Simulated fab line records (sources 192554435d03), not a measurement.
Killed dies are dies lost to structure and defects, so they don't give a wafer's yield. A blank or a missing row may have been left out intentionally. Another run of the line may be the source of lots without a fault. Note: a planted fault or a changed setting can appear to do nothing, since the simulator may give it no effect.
Which of the tools did it? || flow n5_finfet || 20 lots, 60 wafers sampled, at 4 steps of a route of 1938

== WHAT EACH GAUGE READ, for each wafer ==
N5_BEOL_M10_CD_MEAS_28: target cd 70 nm. Usual: cd_nm reads 69.5 nm (standard deviation 1).
{"lot": "L074", "measured": "day 9 22:51", "on": "cd_sem-03", "cd_nm (nm)": "70.2 69.9 68.3", "flag": ""}
{"lot": "L075", "measured": "day 10 00:57", "on": "cd_sem-02", "cd_nm (nm)": "69.4 69.8 68.8", "flag": ""}
{"lot": "L077", "measured": "day 10 16:23", "on": "cd_sem-01", "cd_nm (nm)": "70.5 70.1 70.4", "flag": ""}
{"lot": "L076", "measured": "day 10 19:34", "on": "cd_sem-01", "cd_nm (nm)": "69.9 69.3 69.3", "flag": ""}
{"lot": "L079", "measured": "day 10 21:50", "on": "cd_sem-02", "cd_nm (nm)": "72.0 72.1 70.4", "flag": ""}
{"lot": "L078", "measured": "day 11 04:40", "on": "cd_sem-03", "cd_nm (nm)": "69.9 69.6 68.5", "flag": ""}
{"lot": "L083", "measured": "day 11 23:02", "on": "cd_sem-02", "cd_nm (nm)": "70.6 70.3 69.5", "flag": ""}
{"lot": "L082", "measured": "day 12 06:15", "on": "cd_sem-03", "cd_nm (nm)": "71.5 70.0 69.7", "flag": ""}
{"lot": "L084", "measured": "day 12 18:44", "on": "cd_sem-02", "cd_nm (nm)": "70.2 68.1 70.6", "flag": ""}
{"lot": "L085", "measured": "day 13 02:52", "on": "cd_sem-01", "cd_nm (nm)": "69.7 69.8 69.1", "flag": ""}
{"lot": "L086", "measured": "day 13 17:18", "on": "cd_sem-03", "cd_nm (nm)": "67.7 69.2 68.7", "flag": ""}
{"lot": "L089", "measured": "day 13 22:38", "on": "cd_sem-02", "cd_nm (nm)": "68.6 69.4 66.8", "flag": ""}
{"lot": "L087", "measured": "day 13 22:41", "on": "cd_sem-01", "cd_nm (nm)": "69.5 69.6 68.6", "flag": ""}
{"lot": "L088", "measured": "day 14 00:20", "on": "cd_sem-01", "cd_nm (nm)": "69.7 68.8 70.6", "flag": ""}
{"lot": "L090", "measured": "day 14 16:12", "on": "cd_sem-01", "cd_nm (nm)": "70.3 68.4 70.3", "flag": ""}
{"lot": "L091", "measured": "day 14 22:43", "on": "cd_sem-02", "cd_nm (nm)": "68.6 67.7 69.5", "flag": ""}
{"lot": "L094", "measured": "day 15 08:22", "on": "cd_sem-03", "cd_nm (nm)": "70.5 70.6 72.1", "flag": ""}
{"lot": "L092", "measured": "day 16 00:40", "on": "cd_sem-02", "cd_nm (nm)": "68.4 69.2 69.4", "flag": ""}
{"lot": "L096", "measured": "day 16 05:46", "on": "cd_sem-03", "cd_nm (nm)": "69.6 70.1 69.4", "flag": ""}
{"lot": "L097", "measured": "day 17 03:41", "on": "cd_sem-03", "cd_nm (nm)": "69.8 67.9 70.4", "flag": ""}

N5_BEOL_M10_CD_MEAS_35: target cd 70 nm. Usual: cd_nm reads 69.6 nm (standard deviation 0.89).
{"lot": "L074", "measured": "day 9 23:53", "on": "cd_sem-03", "cd_nm (nm)": "69.5 68.9 68.9", "flag": ""}
{"lot": "L075", "measured": "day 10 01:50", "on": "cd_sem-01", "cd_nm (nm)": "71.0 71.9 71.1", "flag": ""}
{"lot": "L077", "measured": "day 10 17:25", "on": "cd_sem-03", "cd_nm (nm)": "70.6 70.1 69.8", "flag": ""}
{"lot": "L076", "measured": "day 10 20:17", "on": "cd_sem-01", "cd_nm (nm)": "69.7 69.8 69.4", "flag": ""}
{"lot": "L079", "measured": "day 10 22:49", "on": "cd_sem-03", "cd_nm (nm)": "68.0 69.5 70.0", "flag": ""}
{"lot": "L078", "measured": "day 11 05:50", "on": "cd_sem-02", "cd_nm (nm)": "69.6 69.8 69.9", "flag": ""}
{"lot": "L083", "measured": "day 11 23:54", "on": "cd_sem-01", "cd_nm (nm)": "68.1 68.0 69.0", "flag": ""}
{"lot": "L082", "measured": "day 12 06:59", "on": "cd_sem-01", "cd_nm (nm)": "69.2 67.9 68.8", "flag": ""}
{"lot": "L084", "measured": "day 12 19:35", "on": "cd_sem-02", "cd_nm (nm)": "69.0 69.4 69.7", "flag": ""}
{"lot": "L085", "measured": "day 13 03:36", "on": "cd_sem-01", "cd_nm (nm)": "70.4 70.2 71.0", "flag": ""}
{"lot": "L086", "measured": "day 13 18:02", "on": "cd_sem-02", "cd_nm (nm)": "71.4 69.3 69.5", "flag": ""}
{"lot": "L089", "measured": "day 13 23:22", "on": "cd_sem-01", "cd_nm (nm)": "69.4 70.7 70.8", "flag": ""}
{"lot": "L087", "measured": "day 13 23:35", "on": "cd_sem-03", "cd_nm (nm)": "70.8 70.2 69.8", "flag": ""}
{"lot": "L088", "measured": "day 14 01:04", "on": "cd_sem-02", "cd_nm (nm)": "71.2 70.7 70.2", "flag": ""}
{"lot": "L090", "measured": "day 14 16:56", "on": "cd_sem-02", "cd_nm (nm)": "69.9 69.7 69.5", "flag": ""}
{"lot": "L091", "measured": "day 14 23:42", "on": "cd_sem-01", "cd_nm (nm)": "70.5 70.5 69.9", "flag": ""}
{"lot": "L094", "measured": "day 15 09:09", "on": "cd_sem-01", "cd_nm (nm)": "68.8 70.1 69.5", "flag": ""}
{"lot": "L092", "measured": "day 16 01:27", "on": "cd_sem-03", "cd_nm (nm)": "68.3 69.1 70.1", "flag": ""}
{"lot": "L096", "measured": "day 16 06:30", "on": "cd_sem-03", "cd_nm (nm)": "69.6 68.9 69.6", "flag": ""}
{"lot": "L097", "measured": "day 17 04:27", "on": "cd_sem-01", "cd_nm (nm)": "69.1 69.8 68.7", "flag": ""}

== TOOL THAT RAN EACH LOT (tool first, then ch and the chambers of the sampled wafers, then the start) ==
{"lot": "L074", "N5_BEOL_M10_HM_OPEN_17": "rie_metal-02 ch 0,1, day 9 20:46", "N5_BEOL_M10_ETCH_65": "rie_diel-01 ch 0,2,3, day 9 23:17"}
{"lot": "L075", "N5_BEOL_M10_HM_OPEN_17": "rie_metal-01 ch 0, day 10 00:19", "N5_BEOL_M10_ETCH_65": "rie_diel-02 ch 1,2, day 10 01:14"}
{"lot": "L077", "N5_BEOL_M10_HM_OPEN_17": "rie_metal-01 ch 0,1, day 10 15:13", "N5_BEOL_M10_ETCH_65": "rie_diel-05 ch 0,1,3, day 10 16:48"}
{"lot": "L076", "N5_BEOL_M10_HM_OPEN_17": "rie_metal-02 ch 0,1, day 10 18:01", "N5_BEOL_M10_ETCH_65": "rie_diel-05 ch 1,3, day 10 19:41"}
{"lot": "L079", "N5_BEOL_M10_HM_OPEN_17": "rie_metal-03 ch 0,1, day 10 21:14", "N5_BEOL_M10_ETCH_65": "rie_diel-02 ch 0,1,2, day 10 22:12"}
{"lot": "L078", "N5_BEOL_M10_HM_OPEN_17": "rie_metal-01 ch 0, day 11 03:06", "N5_BEOL_M10_ETCH_65": "rie_diel-02 ch 1,2,3, day 11 05:13"}
{"lot": "L083", "N5_BEOL_M10_HM_OPEN_17": "rie_metal-03 ch 0,1, day 11 20:23", "N5_BEOL_M10_ETCH_65": "rie_diel-01 ch 0,1,3, day 11 23:17"}
{"lot": "L082", "N5_BEOL_M10_HM_OPEN_17": "rie_metal-02 ch 0,1, day 12 03:43", "N5_BEOL_M10_ETCH_65": "rie_diel-01 ch 0,1,2, day 12 06:23"}
{"lot": "L084", "N5_BEOL_M10_HM_OPEN_17": "rie_metal-02 ch 0,1, day 12 17:52", "N5_BEOL_M10_ETCH_65": "rie_diel-05 ch 0,1, day 12 18:59"}
{"lot": "L085", "N5_BEOL_M10_HM_OPEN_17": "rie_metal-01 ch 0,1, day 13 02:05", "N5_BEOL_M10_ETCH_65": "rie_diel-02 ch 1,2,3, day 13 02:59"}
{"lot": "L086", "N5_BEOL_M10_HM_OPEN_17": "rie_metal-03 ch 0,1, day 13 13:02", "N5_BEOL_M10_ETCH_65": "rie_diel-01 ch 0,3, day 13 17:25"}
{"lot": "L089", "N5_BEOL_M10_HM_OPEN_17": "rie_metal-01 ch 0,1, day 13 17:31", "N5_BEOL_M10_ETCH_65": "rie_diel-01 ch 1,2, day 13 22:46"}
{"lot": "L087", "N5_BEOL_M10_HM_OPEN_17": "rie_metal-03 ch 0,1, day 13 22:05", "N5_BEOL_M10_ETCH_65": "rie_diel-02 ch 0,1,2, day 13 22:58"}
{"lot": "L088", "N5_BEOL_M10_HM_OPEN_17": "rie_metal-03 ch 0,1, day 13 23:46", "N5_BEOL_M10_ETCH_65": "rie_diel-05 ch 1,2, day 14 00:27"}
{"lot": "L090", "N5_BEOL_M10_HM_OPEN_17": "rie_metal-02 ch 0,1, day 14 14:31", "N5_BEOL_M10_ETCH_65": "rie_diel-01 ch 0,2,3, day 14 16:19"}
{"lot": "L091", "N5_BEOL_M10_HM_OPEN_17": "rie_metal-01 ch 0,1, day 14 21:20", "N5_BEOL_M10_ETCH_65": "rie_diel-05 ch 2,3, day 14 23:05"}
{"lot": "L094", "N5_BEOL_M10_HM_OPEN_17": "rie_metal-02 ch 0,1, day 15 06:50", "N5_BEOL_M10_ETCH_65": "rie_diel-02 ch 0,2,3, day 15 08:32"}
{"lot": "L092", "N5_BEOL_M10_HM_OPEN_17": "rie_metal-02 ch 0,1, day 16 00:05", "N5_BEOL_M10_ETCH_65": "rie_diel-01 ch 0,1,2, day 16 00:50"}
{"lot": "L096", "N5_BEOL_M10_HM_OPEN_17": "rie_metal-01 ch 0,1, day 16 04:59", "N5_BEOL_M10_ETCH_65": "rie_diel-02 ch 0,2, day 16 05:53"}
{"lot": "L097", "N5_BEOL_M10_HM_OPEN_17": "rie_metal-02 ch 0,1, day 16 22:50", "N5_BEOL_M10_ETCH_65": "rie_diel-02 ch 1,2,3, day 17 03:50"}
- N5_BEOL_M10_HM_OPEN_17: chemistry Cl2/BCl3, target TiN, target depth 20 nm, overetch 6 nm.
- N5_BEOL_M10_ETCH_65: etches SiARC in CF4, target depth 39 nm, time 65 s.

== WHAT THE TOOLS THEMSELVES READ (means of the sampled wafers that have a number; where no wafer has one, the mark that the record gives instead) ==
N5_BEOL_M10_HM_OPEN_17. Usual: bias_w 126.0 W (standard deviation 0.35); chamber_pressure_mTorr 10.001 mTorr (standard deviation 0.0095); drypump_motor_current_A 5.7 A (standard deviation 0.38); mfc_ar_sccm 24.98 sccm (standard deviation 0.078); mfc_cl2_sccm 53.26 sccm (standard deviation 0.16); oes_product_au 0.68 a.u. (standard deviation 0.068); throttle_valve_pct 22.02 % (standard deviation 0.25).
{"lot": "L074", "tool": "rie_metal-02", "bias_w (W)": 126.3, "chamber_pressure_mTorr (mTorr)": 9.999, "drypump_motor_current_A (A)": 6.1, "mfc_ar_sccm (sccm)": 25.01, "mfc_cl2_sccm (sccm)": 53.20, "oes_product_au (a.u.)": 0.65, "throttle_valve_pct (%)": 21.69, "flag": ""}
{"lot": "L075", "tool": "rie_metal-01", "bias_w (W)": 125.8, "chamber_pressure_mTorr (mTorr)": 9.993, "drypump_motor_current_A (A)": 5.2, "mfc_ar_sccm (sccm)": 24.90, "mfc_cl2_sccm (sccm)": 53.30, "oes_product_au (a.u.)": 0.76, "throttle_valve_pct (%)": 22.27, "flag": ""}
{"lot": "L077", "tool": "rie_metal-01", "bias_w (W)": 126.1, "chamber_pressure_mTorr (mTorr)": 9.993, "drypump_motor_current_A (A)": 5.4, "mfc_ar_sccm (sccm)": 25.04, "mfc_cl2_sccm (sccm)": 53.36, "oes_product_au (a.u.)": 0.79, "throttle_valve_pct (%)": 22.25, "flag": ""}
{"lot": "L076", "tool": "rie_metal-02", "bias_w (W)": 125.8, "chamber_pressure_mTorr (mTorr)": 10.007, "drypump_motor_current_A (A)": 6.1, "mfc_ar_sccm (sccm)": 25.08, "mfc_cl2_sccm (sccm)": 53.39, "oes_product_au (a.u.)": 0.64, "throttle_valve_pct (%)": 21.69, "flag": ""}
{"lot": "L079", "tool": "rie_metal-03", "bias_w (W)": 125.8, "chamber_pressure_mTorr (mTorr)": 9.996, "drypump_motor_current_A (A)": 5.7, "mfc_ar_sccm (sccm)": 24.96, "mfc_cl2_sccm (sccm)": 53.32, "oes_product_au (a.u.)": 0.65, "throttle_valve_pct (%)": 21.99, "flag": ""}
{"lot": "L078", "tool": "rie_metal-01", "bias_w (W)": 126.0, "chamber_pressure_mTorr (mTorr)": 10.008, "drypump_motor_current_A (A)": 5.2, "mfc_ar_sccm (sccm)": 25.04, "mfc_cl2_sccm (sccm)": 53.37, "oes_product_au (a.u.)": 0.74, "throttle_valve_pct (%)": 22.29, "flag": ""}
{"lot": "L083", "tool": "rie_metal-03", "bias_w (W)": 126.1, "chamber_pressure_mTorr (mTorr)": 10.004, "drypump_motor_current_A (A)": 5.8, "mfc_ar_sccm (sccm)": 24.89, "mfc_cl2_sccm (sccm)": 53.26, "oes_product_au (a.u.)": 0.64, "throttle_valve_pct (%)": 22.10, "flag": ""}
{"lot": "L082", "tool": "rie_metal-02", "bias_w (W)": 125.7, "chamber_pressure_mTorr (mTorr)": 10.004, "drypump_motor_current_A (A)": 6.1, "mfc_ar_sccm (sccm)": 24.98, "mfc_cl2_sccm (sccm)": 53.29, "oes_product_au (a.u.)": 0.64, "throttle_valve_pct (%)": 21.71, "flag": ""}
{"lot": "L084", "tool": "rie_metal-02", "bias_w (W)": 126.0, "chamber_pressure_mTorr (mTorr)": 10.002, "drypump_motor_current_A (A)": 6.1, "mfc_ar_sccm (sccm)": 24.98, "mfc_cl2_sccm (sccm)": 53.31, "oes_product_au (a.u.)": 0.63, "throttle_valve_pct (%)": 21.70, "flag": ""}
{"lot": "L085", "tool": "rie_metal-01", "bias_w (W)": 125.6, "chamber_pressure_mTorr (mTorr)": 10.003, "drypump_motor_current_A (A)": 5.3, "mfc_ar_sccm (sccm)": 24.93, "mfc_cl2_sccm (sccm)": 53.27, "oes_product_au (a.u.)": 0.76, "throttle_valve_pct (%)": 22.26, "flag": ""}
{"lot": "L086", "tool": "rie_metal-03", "bias_w (W)": 125.9, "chamber_pressure_mTorr (mTorr)": 10.000, "drypump_motor_current_A (A)": 5.7, "mfc_ar_sccm (sccm)": 24.92, "mfc_cl2_sccm (sccm)": 53.24, "oes_product_au (a.u.)": 0.63, "throttle_valve_pct (%)": 22.01, "flag": ""}
{"lot": "L089", "tool": "rie_metal-01", "bias_w (W)": 125.8, "chamber_pressure_mTorr (mTorr)": 9.993, "drypump_motor_current_A (A)": 5.3, "mfc_ar_sccm (sccm)": 25.00, "mfc_cl2_sccm (sccm)": 53.13, "oes_product_au (a.u.)": 0.74, "throttle_valve_pct (%)": 22.26, "flag": ""}
{"lot": "L087", "tool": "rie_metal-03", "bias_w (W)": 125.8, "chamber_pressure_mTorr (mTorr)": 10.001, "drypump_motor_current_A (A)": 5.7, "mfc_ar_sccm (sccm)": 25.00, "mfc_cl2_sccm (sccm)": 53.25, "oes_product_au (a.u.)": 0.63, "throttle_valve_pct (%)": 22.01, "flag": ""}
{"lot": "L088", "tool": "rie_metal-03", "bias_w (W)": 126.0, "chamber_pressure_mTorr (mTorr)": 9.995, "drypump_motor_current_A (A)": 5.7, "mfc_ar_sccm (sccm)": 25.08, "mfc_cl2_sccm (sccm)": 53.06, "oes_product_au (a.u.)": 0.64, "throttle_valve_pct (%)": 22.01, "flag": ""}
{"lot": "L090", "tool": "rie_metal-02", "bias_w (W)": 125.9, "chamber_pressure_mTorr (mTorr)": 10.008, "drypump_motor_current_A (A)": 5.8, "mfc_ar_sccm (sccm)": 25.00, "mfc_cl2_sccm (sccm)": 53.29, "oes_product_au (a.u.)": 0.62, "throttle_valve_pct (%)": 21.81, "flag": ""}
{"lot": "L091", "tool": "rie_metal-01", "bias_w (W)": 125.9, "chamber_pressure_mTorr (mTorr)": 10.003, "drypump_motor_current_A (A)": 5.3, "mfc_ar_sccm (sccm)": 25.02, "mfc_cl2_sccm (sccm)": 53.18, "oes_product_au (a.u.)": 0.74, "throttle_valve_pct (%)": 22.28, "flag": ""}
{"lot": "L094", "tool": "rie_metal-02", "bias_w (W)": 126.3, "chamber_pressure_mTorr (mTorr)": 10.012, "drypump_motor_current_A (A)": 5.8, "mfc_ar_sccm (sccm)": 24.97, "mfc_cl2_sccm (sccm)": 53.37, "oes_product_au (a.u.)": 0.62, "throttle_valve_pct (%)": 21.81, "flag": ""}
{"lot": "L092", "tool": "rie_metal-02", "bias_w (W)": 125.6, "chamber_pressure_mTorr (mTorr)": 9.989, "drypump_motor_current_A (A)": 6.1, "mfc_ar_sccm (sccm)": 25.01, "mfc_cl2_sccm (sccm)": 53.20, "oes_product_au (a.u.)": 0.62, "throttle_valve_pct (%)": 21.73, "flag": ""}
{"lot": "L096", "tool": "rie_metal-01", "bias_w (W)": 125.6, "chamber_pressure_mTorr (mTorr)": 10.001, "drypump_motor_current_A (A)": 5.3, "mfc_ar_sccm (sccm)": 25.03, "mfc_cl2_sccm (sccm)": 53.30, "oes_product_au (a.u.)": 0.73, "throttle_valve_pct (%)": 22.28, "flag": ""}
{"lot": "L097", "tool": "rie_metal-02", "bias_w (W)": 125.8, "chamber_pressure_mTorr (mTorr)": 10.002, "drypump_motor_current_A (A)": 6.1, "mfc_ar_sccm (sccm)": 24.94, "mfc_cl2_sccm (sccm)": 53.18, "oes_product_au (a.u.)": 0.61, "throttle_valve_pct (%)": 21.73, "flag": ""}

N5_BEOL_M10_ETCH_65. Usual: bias_w 35.98 W, standard deviation 0.12; cf4_flow_sccm 100.0 sccm, standard deviation 0.31; chamber_pressure_mTorr 40.00 mTorr, standard deviation 0.034; drypump_motor_current_A 5.4 A, standard deviation 0.43; etch_rf_on_time_s 65.8 s, standard deviation 2.9; mfc_ar_sccm 100.0 sccm, standard deviation 0.3; oes_product_au 0.67 a.u., standard deviation 0.058; rf_vpp_V 184.5 V, standard deviation 1; showerhead_plenum_p_Torr 2.18 Torr, standard deviation 0.056; throttle_valve_pct 15.60 %, standard deviation 0.26.
{"lot": "L074", "tool": "rie_diel-01", "bias_w (W)": 36.00, "cf4_flow_sccm (sccm)": 100.1, "chamber_pressure_mTorr (mTorr)": 40.01, "drypump_motor_current_A (A)": 5.6, "etch_rf_on_time_s (s)": 67.3, "mfc_ar_sccm (sccm)": 99.8, "oes_product_au (a.u.)": 0.72, "rf_vpp_V (V)": 184.5, "showerhead_plenum_p_Torr (Torr)": 2.19, "throttle_valve_pct (%)": 15.52, "flag": ""}
{"lot": "L075", "tool": "rie_diel-02", "bias_w (W)": 36.18, "cf4_flow_sccm (sccm)": 100.0, "chamber_pressure_mTorr (mTorr)": 40.01, "drypump_motor_current_A (A)": 5.4, "etch_rf_on_time_s (s)": 69.3, "mfc_ar_sccm (sccm)": 100.1, "oes_product_au (a.u.)": 0.66, "rf_vpp_V (V)": 185.0, "showerhead_plenum_p_Torr (Torr)": 2.25, "throttle_valve_pct (%)": 15.55, "flag": ""}
{"lot": "L077", "tool": "rie_diel-05", "bias_w (W)": 36.01, "cf4_flow_sccm (sccm)": 99.8, "chamber_pressure_mTorr (mTorr)": 40.04, "drypump_motor_current_A (A)": 5.4, "etch_rf_on_time_s (s)": 64.0, "mfc_ar_sccm (sccm)": 99.9, "oes_product_au (a.u.)": 0.69, "rf_vpp_V (V)": 184.3, "showerhead_plenum_p_Torr (Torr)": 2.15, "throttle_valve_pct (%)": 15.54, "flag": ""}
{"lot": "L076", "tool": "rie_diel-05", "bias_w (W)": 36.09, "cf4_flow_sccm (sccm)": 100.0, "chamber_pressure_mTorr (mTorr)": 39.97, "drypump_motor_current_A (A)": 5.3, "etch_rf_on_time_s (s)": 64.9, "mfc_ar_sccm (sccm)": 100.3, "oes_product_au (a.u.)": 0.67, "rf_vpp_V (V)": 184.1, "showerhead_plenum_p_Torr (Torr)": 2.18, "throttle_valve_pct (%)": 15.57, "flag": ""}
{"lot": "L079", "tool": "rie_diel-02", "bias_w (W)": 35.97, "cf4_flow_sccm (sccm)": 100.1, "chamber_pressure_mTorr (mTorr)": 39.99, "drypump_motor_current_A (A)": 5.4, "etch_rf_on_time_s (s)": 66.8, "mfc_ar_sccm (sccm)": 100.0, "oes_product_au (a.u.)": 0.66, "rf_vpp_V (V)": 185.7, "showerhead_plenum_p_Torr (Torr)": 2.21, "throttle_valve_pct (%)": 15.56, "flag": ""}
{"lot": "L078", "tool": "rie_diel-02", "bias_w (W)": 35.94, "cf4_flow_sccm (sccm)": 99.9, "chamber_pressure_mTorr (mTorr)": 40.00, "drypump_motor_current_A (A)": 5.5, "etch_rf_on_time_s (s)": 66.9, "mfc_ar_sccm (sccm)": 99.9, "oes_product_au (a.u.)": 0.66, "rf_vpp_V (V)": 185.2, "showerhead_plenum_p_Torr (Torr)": 2.22, "throttle_valve_pct (%)": 15.65, "flag": ""}
{"lot": "L083", "tool": "rie_diel-01", "bias_w (W)": 35.95, "cf4_flow_sccm (sccm)": 100.0, "chamber_pressure_mTorr (mTorr)": 40.02, "drypump_motor_current_A (A)": 5.8, "etch_rf_on_time_s (s)": 66.4, "mfc_ar_sccm (sccm)": 100.7, "oes_product_au (a.u.)": 0.71, "rf_vpp_V (V)": 184.1, "showerhead_plenum_p_Torr (Torr)": 2.22, "throttle_valve_pct (%)": 15.72, "flag": ""}
{"lot": "L082", "tool": "rie_diel-01", "bias_w (W)": 35.94, "cf4_flow_sccm (sccm)": 100.1, "chamber_pressure_mTorr (mTorr)": 39.98, "drypump_motor_current_A (A)": 5.6, "etch_rf_on_time_s (s)": 67.0, "mfc_ar_sccm (sccm)": 100.2, "oes_product_au (a.u.)": 0.71, "rf_vpp_V (V)": 185.0, "showerhead_plenum_p_Torr (Torr)": 2.22, "throttle_valve_pct (%)": 15.47, "flag": ""}
{"lot": "L084", "tool": "rie_diel-05", "bias_w (W)": 35.98, "cf4_flow_sccm (sccm)": 100.0, "chamber_pressure_mTorr (mTorr)": 40.02, "drypump_motor_current_A (A)": 5.5, "etch_rf_on_time_s (s)": 62.9, "mfc_ar_sccm (sccm)": 100.1, "oes_product_au (a.u.)": 0.67, "rf_vpp_V (V)": 185.0, "showerhead_plenum_p_Torr (Torr)": 2.17, "throttle_valve_pct (%)": 15.44, "flag": ""}
{"lot": "L085", "tool": "rie_diel-02", "bias_w (W)": 36.07, "cf4_flow_sccm (sccm)": 99.9, "chamber_pressure_mTorr (mTorr)": 39.96, "drypump_motor_current_A (A)": 5.5, "etch_rf_on_time_s (s)": 65.7, "mfc_ar_sccm (sccm)": 100.0, "oes_product_au (a.u.)": 0.65, "rf_vpp_V (V)": 184.5, "showerhead_plenum_p_Torr (Torr)": 2.21, "throttle_valve_pct (%)": 15.66, "flag": ""}
{"lot": "L086", "tool": "rie_diel-01", "bias_w (W)": 35.99, "cf4_flow_sccm (sccm)": 100.2, "chamber_pressure_mTorr (mTorr)": 39.99, "drypump_motor_current_A (A)": 5.9, "etch_rf_on_time_s (s)": 65.2, "mfc_ar_sccm (sccm)": 100.0, "oes_product_au (a.u.)": 0.73, "rf_vpp_V (V)": 184.8, "showerhead_plenum_p_Torr (Torr)": 2.21, "throttle_valve_pct (%)": 15.58, "flag": ""}
{"lot": "L089", "tool": "rie_diel-01", "bias_w (W)": 35.93, "cf4_flow_sccm (sccm)": 100.3, "chamber_pressure_mTorr (mTorr)": 39.98, "drypump_motor_current_A (A)": 5.5, "etch_rf_on_time_s (s)": 68.6, "mfc_ar_sccm (sccm)": 100.0, "oes_product_au (a.u.)": 0.66, "rf_vpp_V (V)": 185.8, "showerhead_plenum_p_Torr (Torr)": 2.21, "throttle_valve_pct (%)": 15.67, "flag": ""}
{"lot": "L087", "tool": "rie_diel-02", "bias_w (W)": 35.95, "cf4_flow_sccm (sccm)": 99.6, "chamber_pressure_mTorr (mTorr)": 40.03, "drypump_motor_current_A (A)": 5.4, "etch_rf_on_time_s (s)": 67.2, "mfc_ar_sccm (sccm)": 100.0, "oes_product_au (a.u.)": 0.65, "rf_vpp_V (V)": 185.4, "showerhead_plenum_p_Torr (Torr)": 2.20, "throttle_valve_pct (%)": 15.60, "flag": ""}
{"lot": "L088", "tool": "rie_diel-05", "bias_w (W)": 36.09, "cf4_flow_sccm (sccm)": 100.0, "chamber_pressure_mTorr (mTorr)": 39.99, "drypump_motor_current_A (A)": 5.5, "etch_rf_on_time_s (s)": 64.1, "mfc_ar_sccm (sccm)": 99.9, "oes_product_au (a.u.)": 0.68, "rf_vpp_V (V)": 185.3, "showerhead_plenum_p_Torr (Torr)": 2.20, "throttle_valve_pct (%)": 15.28, "flag": ""}
{"lot": "L090", "tool": "rie_diel-01", "bias_w (W)": 35.98, "cf4_flow_sccm (sccm)": 100.1, "chamber_pressure_mTorr (mTorr)": 39.98, "drypump_motor_current_A (A)": 5.7, "etch_rf_on_time_s (s)": 66.9, "mfc_ar_sccm (sccm)": 100.1, "oes_product_au (a.u.)": 0.66, "rf_vpp_V (V)": 183.6, "showerhead_plenum_p_Torr (Torr)": 2.18, "throttle_valve_pct (%)": 15.60, "flag": ""}
{"lot": "L091", "tool": "rie_diel-05", "bias_w (W)": 35.95, "cf4_flow_sccm (sccm)": 99.6, "chamber_pressure_mTorr (mTorr)": 39.98, "drypump_motor_current_A (A)": 5.2, "etch_rf_on_time_s (s)": 65.3, "mfc_ar_sccm (sccm)": 100.2, "oes_product_au (a.u.)": 0.72, "rf_vpp_V (V)": 184.3, "showerhead_plenum_p_Torr (Torr)": 2.16, "throttle_valve_pct (%)": 15.40, "flag": ""}
{"lot": "L094", "tool": "rie_diel-02", "bias_w (W)": 35.88, "cf4_flow_sccm (sccm)": 100.0, "chamber_pressure_mTorr (mTorr)": 39.98, "drypump_motor_current_A (A)": 5.5, "etch_rf_on_time_s (s)": 64.3, "mfc_ar_sccm (sccm)": 99.9, "oes_product_au (a.u.)": 0.64, "rf_vpp_V (V)": 184.9, "showerhead_plenum_p_Torr (Torr)": 2.17, "throttle_valve_pct (%)": 15.69, "flag": ""}
{"lot": "L092", "tool": "rie_diel-01", "bias_w (W)": 35.97, "cf4_flow_sccm (sccm)": 100.1, "chamber_pressure_mTorr (mTorr)": 40.01, "drypump_motor_current_A (A)": 5.6, "etch_rf_on_time_s (s)": 66.9, "mfc_ar_sccm (sccm)": 100.2, "oes_product_au (a.u.)": 0.68, "rf_vpp_V (V)": 184.9, "showerhead_plenum_p_Torr (Torr)": 2.21, "throttle_valve_pct (%)": 15.53, "flag": ""}
{"lot": "L096", "tool": "rie_diel-02", "bias_w (W)": 35.97, "cf4_flow_sccm (sccm)": 99.9, "chamber_pressure_mTorr (mTorr)": 40.02, "drypump_motor_current_A (A)": 5.4, "etch_rf_on_time_s (s)": 65.4, "mfc_ar_sccm (sccm)": 100.2, "oes_product_au (a.u.)": 0.63, "rf_vpp_V (V)": 184.3, "showerhead_plenum_p_Torr (Torr)": 2.15, "throttle_valve_pct (%)": 15.62, "flag": ""}
{"lot": "L097", "tool": "rie_diel-02", "bias_w (W)": 35.86, "cf4_flow_sccm (sccm)": 99.9, "chamber_pressure_mTorr (mTorr)": 40.02, "drypump_motor_current_A (A)": 5.5, "etch_rf_on_time_s (s)": 66.2, "mfc_ar_sccm (sccm)": 100.0, "oes_product_au (a.u.)": 0.63, "rf_vpp_V (V)": 185.4, "showerhead_plenum_p_Torr (Torr)": 2.20, "throttle_valve_pct (%)": 15.73, "flag": ""}

== THE ANSWER, worked out from the rows above alone ==
Rule: take the mean of a lot's wafers that have a number; if it is more than 3 standard deviations from the usual mean, the lot is off. Also off: a lot with no number at a reading for which 4 or more lots have one. Any other lot the step has rows for is counted as sound. Order of review: gauges by route order, followed by the tools' own readings, for which a lot's mean as printed above is used. The first step at which some lot is off is used, and at that step the reading that is off furthest; a lot without a number counts as furthest.
Across all readings shown, no lot is off: no conclusion can be drawn from this.

== WHAT THE SIMULATOR PUT IN ==
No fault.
